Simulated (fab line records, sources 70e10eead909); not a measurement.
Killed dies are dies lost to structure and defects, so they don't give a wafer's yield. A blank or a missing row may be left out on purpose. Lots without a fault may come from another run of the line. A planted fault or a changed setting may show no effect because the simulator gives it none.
fab line records | flow nand_harc
record lots=13 wafers=39 last_day=34
route steps=1302 shown A_CHANNEL_HOLE_D1@484 A_CHANNEL_FILL_D1@492 A_ONON_D2@551
lots that met no fault: from a run of the same line without faults
start_h: hours from the record's first day to the start of the lot's first wafer shown | wait_h: hours since the lot's step before | " the same as in the row above | L1.1+2: a row that stands for several wafers | - no value, or no start given | * or withheld: withheld | < > ~ a bound
route shown NAME@n: a module of which the file shows steps, and the number in the route of the first | usual: mean/standard deviation of fault-free wafers | same: alike in all rows | chamber/n: place in a boat | sites: the reading at each site | _std_site: their standard deviation | _edge_site: outer sites' mean less inner sites' | radius_mm: how far each site lies from the wafer's centre | mask NAME#n: copy n | behind: the tool/chamber that last shaped the wafer | hold: why the lot was held/for how many hours/how that ended | device: the transistor (n, p or np) that didn't switch | end of line: the same wafers' tests at the end of the route | a step without rows: its recipe alone | killed: dies lost to structure and defects at the first sort, not the wafer's yield | map: a wafer's dies, x killed, . not, _ none there
set.NAME: the setting as run; set.NAME@STEP: as run at that earlier step | model.NAME: the simulator's own value behind a step, which no gauge read
steps of the route over a sample of lots; a table a step, a row a wafer
services: from which hour (start_h, from the record's first day; less than 0 if before it) a tool's chamber was out of use, for how many hours, and why
## steps
# step NHARC_A_CHANNEL_HOLE_D1_STRIP_27
# recipe o2_flow_sccm=500 ar_flow_sccm=0 bias_w=0 chemistry=O2
# usual drypump_motor_current_A=5.61/0.29 oes_product_au=1.001/0.0081 rf_vpp_V=57.9/0.92 showerhead_plenum_p_Torr=3.57/0.17 throttle_valve_pct=17.036/0.0093
# columns lot.wafer tool chamber start_h wait_h drypump_motor_current_A oes_product_au rf_hours_counter_h rf_vpp_V showerhead_plenum_p_Torr throttle_valve_pct
L126.1 rie_diel-07 0 - - 6.12 1.008 28 57.3 3.30 17.044
L126.3 " 1 " " 5.73 1.014 28 58.2 3.36 17.020
L126.4 " 3 " " 6.15 1.007 27 57.6 3.76 17.034
L127.3 rie_diel-05 1 - - 5.50 0.984 49 57.2 3.75 17.039
L127.2 " 3 " " 5.50 0.997 42 57.9 3.50 17.048
L127.6 " 0 " " 6.19 0.997 - 58.6 3.69 17.023
L128.2 rie_diel-07 0 - - 6.10 1.010 34 56.8 3.30 17.029
L128.3 " 1 " " 5.74 1.004 34 58.0 3.36 17.025
L128.6 " 0 " " 6.14 1.004 - 58.6 3.30 17.030
L129.4 rie_diel-01 3 - - 5.33 0.987 1 57.7 3.31 17.029
L129.1 " 2 " " 5.68 0.996 1 58.9 3.65 17.020
L129.5 " 3 " " 5.31 0.980 - 56.8 3.31 17.026
L131.3 rie_diel-01 3 - - 5.31 0.993 2 57.8 3.31 17.045
L131.4 " 0 " " 5.61 0.998 2 58.9 3.77 17.039
L131.5 " 0 " " 5.64 0.993 - 57.9 3.77 17.025
L130.4 rie_diel-01 1 - - 5.37 0.992 3 57.5 3.55 17.030
L130.1 " 3 " " 5.30 0.994 2 57.9 3.31 17.050
L130.6 " 1 " " 5.38 1.006 - 57.1 3.55 17.038
L132.3 rie_diel-01 3 - - 5.28 1.007 4 56.1 3.31 17.040
L132.2 " 0 " " 5.66 1.000 4 58.8 3.77 17.053
L132.6 " 3 " " 5.28 1.000 - 56.9 3.31 17.028
L136.3 rie_diel-01 1 - - 5.39 1.006 7 57.9 3.55 17.037
L136.5 " 1 " " 5.36 1.003 - 58.3 3.55 17.035
L136.6 " 2 " " 5.72 1.004 - 59.0 3.65 17.051
L137.2 rie_diel-01 1 - - 5.35 1.010 8 56.1 3.55 17.059
L137.4 " 2 " " 5.69 1.006 7 58.7 3.65 17.026
L137.6 " 3 " " 5.30 0.994 - 56.6 3.31 17.029
L144.4 rie_diel-05 1 - - 5.47 1.010 46 60.6 3.72 17.049
L144.1 " 2 " " 5.33 1.003 45 57.2 3.65 17.022
L144.2 " 3 " " 5.49 1.004 48 56.8 3.47 17.047
L145.1 rie_diel-07 1 - - 5.75 1.002 30 56.2 3.33 17.044
L145.4 " 2 " " 5.96 1.009 28 57.3 3.49 17.046
L145.2 " 3 " " 6.16 1.007 28 58.5 3.73 17.029
L146.4 rie_diel-05 0 - - 6.19 1.004 51 59.1 3.66 17.030
L146.2 " 2 " " 5.36 1.002 49 58.6 3.64 17.037
L146.5 " 0 " " 6.20 1.002 - 58.0 3.66 17.024
L148.2 rie_diel-01 2 - - 5.64 1.000 3 57.4 3.64 17.035
L148.4 " 1 " " 5.39 0.998 3 56.1 3.54 17.033
L148.6 " 2 " " 5.70 0.994 - 56.7 3.64 17.043
# step NHARC_A_CHANNEL_FILL_D1_ALD_02
# recipe target_thk_a=60 pulse_time_s=10 ald_cycles=60 temp_c=300 material=SiO2
# usual heater_power_outer_w=253/26 heater_power_w=453/34 precursor_pulse_height_rel=1.000/0.019
# same ald_cycles=60 pulse_time_s=10
# columns lot.wafer tool chamber start_h wait_h heater_power_outer_w heater_power_w precursor_pulse_height_rel
L126.4 ald_hk-04 2 204.89 - 237 454 1.004
L126.1 " 3 " " 254 462 1.010
L126.3 " 0 " " 279 443 1.015
L127.3 ald_hk-04 2 208.70 - 240 455 1.002
L127.2 " 1 " " 260 465 1.010
L127.6 " 3 " " 253 466 0.975
L128.2 ald_hk-04 1 215.00 - 250 461 0.994
L128.3 " 0 " " 270 460 1.003
L128.6 " 1 " " 252 463 1.011
L129.1 ald_hk-03 2 224.45 - 292 488 1.000
L129.4 " 1 " " 245 462 1.022
L129.5 " 2 " " 296 482 0.986
L131.4 ald_hk-01 2 245.97 - 231 427 0.988
L131.3 " 3 " " 223 390 0.980
L131.5 " 1 " " 286 497 0.998
L130.1 ald_hk-01 0 248.84 - 201 392 1.031
L130.4 " 1 " " 285 492 0.997
L130.6 " 0 " " 199 396 1.038
L132.3 ald_hk-03 2 269.49 - 295 479 1.017
L132.2 " 1 " " 246 471 0.988
L132.6 " 2 " " 299 509 0.986
L136.3 ald_hk-04 0 297.35 - 281 449 1.005
L136.5 " 0 " " 277 439 1.002
L136.6 " 1 " " 263 480 1.018
L137.2 ald_hk-04 3 305.64 - 245 442 1.006
L137.4 " 0 " " 277 451 1.015
L137.6 " 2 " " 239 437 1.027
L144.4 ald_hk-03 2 376.89 - 299 507 0.981
L144.2 " 3 " " 258 474 0.995
L144.1 " 0 " " 257 456 0.999
L145.2 ald_hk-01 0 394.73 - 192 363 0.992
L145.4 " 1 " " 281 485 0.998
L145.1 " 2 " " 238 421 1.006
L146.2 ald_hk-04 0 398.85 - 269 456 1.023
L146.4 " 1 " " 268 484 1.017
L146.5 " 0 " " 279 458 0.983
L148.4 ald_hk-01 1 421.84 - 285 484 0.984
L148.2 " 0 " " 191 380 1.029
L148.6 " 1 " " 285 487 0.974
# step NHARC_A_CHANNEL_FILL_D1_ALD_16
# recipe target_thk_a=15 pulse_time_s=10 ald_cycles=15 temp_c=300 material=SiO2
# usual heater_power_outer_w=253/24 heater_power_w=451/33 precursor_pulse_height_rel=0.998/0.019
# same ald_cycles=15 pulse_time_s=10
# columns lot.wafer tool chamber start_h wait_h heater_power_outer_w heater_power_w precursor_pulse_height_rel
L126.4 ald_hk-04 1 217.44 0.2 257 458 0.958
L126.1 " 2 " " 245 444 0.978
L126.3 " 0 " " 278 455 1.009
L127.2 ald_hk-01 3 220.93 0.1 226 392 0.971
L127.3 " 1 " " 292 493 1.029
L127.6 " 2 " " 232 432 0.967
L128.2 ald_hk-04 0 227.21 0.0 273 464 0.974
L128.3 " 2 " " 241 443 1.009
L128.6 " 1 " " 257 466 0.985
L129.1 ald_hk-01 3 236.71 0.1 227 382 1.012
L129.4 " 0 " " 194 391 0.993
L129.5 " 1 " " 288 476 1.041
L131.3 ald_hk-03 3 258.04 0.1 264 483 1.008
L131.4 " 0 " " 242 461 0.974
L131.5 " 3 " " 258 463 0.978
L130.4 ald_hk-01 3 261.05 0.0 230 384 0.972
L130.1 " 0 " " 200 407 1.004
L130.6 " 0 " " 201 399 1.014
L132.3 ald_hk-03 1 281.68 0.0 251 472 0.989
L132.2 " 2 " " 284 501 0.962
L132.6 " 1 " " 249 469 1.018
L136.3 ald_hk-03 1 310.99 0.1 252 468 0.983
L136.5 " 2 " " 292 507 0.976
L136.6 " 3 " " 257 481 0.993
L137.2 ald_hk-04 2 317.81 0.1 233 441 1.030
L137.4 " 3 " " 241 455 1.009
L137.6 " 1 " " 265 474 1.012
L144.1 ald_hk-04 0 389.15 0.1 276 452 0.985
L144.2 " 1 " " 277 480 0.998
L144.4 " 2 " " 234 439 0.999
L145.2 ald_hk-04 1 406.92 0.0 274 479 1.036
L145.4 " 2 " " 230 443 0.998
L145.1 " 3 " " 249 441 0.987
L146.4 ald_hk-04 1 411.05 0.1 261 471 0.976
L146.2 " 3 " " 244 460 0.992
L146.5 " 0 " " 274 457 1.007
L148.4 ald_hk-04 3 434.15 0.1 243 463 1.014
L148.2 " 0 " " 275 461 1.033
L148.6 " 1 " " 269 489 1.004
# step NHARC_A_ONON_D2_DEP_09
# recipe target_thk_a=10000 n2_flow_sccm=2750 n2o_flow_sccm=2000 nh3_flow_sccm=500 sih4_flow_sccm=210 temp_c=400
# columns lot.wafer tool chamber start_h wait_h
L126.1+3+4 pecvd_onon-01 0 287.90 0.1
L127.2+3+6 pecvd_onon-02 0 288.12 0.1
L128.2+3+6 pecvd_onon-03 0 307.34 0.1
L129.1+4+5 pecvd_onon-01 0 311.92 0.1
L130.1+4+6 pecvd_onon-01 0 328.72 0.1
L131.3+4+5 pecvd_onon-02 0 328.83 0.2
L132.2+3+6 pecvd_onon-03 0 356.04 0.1
L136.3+5+6 pecvd_onon-03 0 379.11 0.2
L137.2+4+6 pecvd_onon-03 0 389.29 0.1
L144.1+2+4 pecvd_onon-02 0 456.85 0.1
L145.1+2+4 pecvd_onon-03 0 480.32 0.1
L146.2+4+5 pecvd_onon-03 0 502.39 0.1
L148.2+4+6 pecvd_onon-03 0 515.15 0.1
# step NHARC_A_ONON_D2_THK_MEAS_11
# recipe thk_meas_gauge=ellipsometry
# usual thk_nm=1001/11
# columns lot.wafer tool chamber start_h wait_h hold thk_nm
L126.1 film_metro-02 - 288.42 - - 1002
L126.3 " - " " - 1000
L126.4 " - " " - 1000
L127.2 film_metro-02 - 288.57 - - 992
L127.3 " - " " - 990
L127.6 " - " " - 990
L128.2 film_metro-01 - 307.79 - - 999
L128.3 " - " " - 997
L128.6 " - " " - 998
L129.1 film_metro-01 - 312.44 - - 992
L129.4 " - " " - 993
L129.5 " - " " - 992
L131.3 film_metro-02 - 329.22 - - 980
L131.4 " - " " - 982
L131.5 " - " " - 980
L130.1 film_metro-01 - 329.23 - - 999
L130.4 " - " " - 998
L130.6 " - " " - 998
L132.2 film_metro-02 - 356.50 - - 1013
L132.3 " - " " - 1012
L132.6 " - " " - 1013
L136.3 film_metro-01 - 379.51 - await_dispo/0.2h/release 324
L136.5 " - " " await_dispo/0.2h/release 323
L136.6 " - " " await_dispo/0.2h/release 325
L136.3 film_metro-01 - 379.68 0.2 - 326
L136.5 " - " " - 324
L136.6 " - " " - 325
L137.2 film_metro-01 - 389.74 - await_dispo/0.2h/release 315
L137.4 " - " " await_dispo/0.2h/release 317
L137.6 " - " " await_dispo/0.2h/release 315
L137.2 film_metro-01 - 389.92 0.2 - 315
L137.4 " - " " - 314
L137.6 " - " " - 314
L144.1 film_metro-02 - 457.36 - - 987
L144.2 " - " " - 986
L144.4 " - " " - 986
L145.1 film_metro-01 - 480.83 - - 986
L145.2 " - " " - 986
L145.4 " - " " - 988
L146.2 film_metro-02 - 502.85 - - 1013
L146.4 " - " " - 1012
L146.5 " - " " - 1015
L148.2 film_metro-01 - 515.60 - - 1015
L148.4 " - " " - 1013
L148.6 " - " " - 1015
## services
# columns tool chamber start_h hours kind
pecvd_onon-02 - 185.61 13.0 pm
rie_diel-01 1 195.74 3.0 repair
rie_diel-01 3 201.20 7.4 repair
rie_diel-01 - 204.03 9.0 pm
ald_hk-03 - 213.92 10.0 pm
pecvd_onon-03 - 227.00 13.0 pm
rie_diel-05 - 229.63 9.0 pm
ald_hk-03 - 238.01 0.6 repair
rie_diel-07 - 253.45 0.7 repair
ald_hk-04 - 257.62 10.0 pm
pecvd_onon-01 - 269.07 13.0 pm
rie_diel-07 0 275.90 13.9 repair
ald_hk-01 - 296.00 10.0 pm
ald_hk-03 - 311.49 0.8 repair
ald_hk-04 - 337.39 2.4 repair
rie_diel-01 0 340.62 2.5 repair
ald_hk-04 - 356.48 0.7 repair
rie_diel-01 - 381.03 9.0 pm
ald_hk-03 - 391.92 10.0 pm
pecvd_onon-03 - 408.00 13.0 pm
ald_hk-04 - 435.83 10.0 pm
ald_hk-04 - 466.97 2.1 repair
ald_hk-01 - 476.03 10.0 pm
ald_hk-04 - 487.39 0.2 repair
## key
first_sign step=NHARC_A_ONON_D2_THK_MEAS_11 reading=visit direction=added
effect step=NHARC_A_ONON_D2_THK_MEAS_11 reading=thk_nm direction=down sigmas=62 usual=1001 struck=320
met_at NHARC_A_ONON_D2_DEP_09
struck_lots L136,L137
scrapped_behind NHARC_A_ONON_D2_THK_MEAS_11 L136.3,L136.5,L136.6,L137.2,L137.4,L137.6
not_acting_at NHARC_A_CHANNEL_HOLE_D1_STRIP_27,NHARC_A_CHANNEL_FILL_D1_ALD_02,NHARC_A_CHANNEL_FILL_D1_ALD_16
onset_between 356.04 379.11
fault kind=process_parameter_drift tool=pecvd_onon-03 chamber=- onset_h=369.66 steps=NHARC_A_ONON_D2_DEP_09 channel=target_thk_a offset=* shape=step end_h=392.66 acts_in=* stated=*
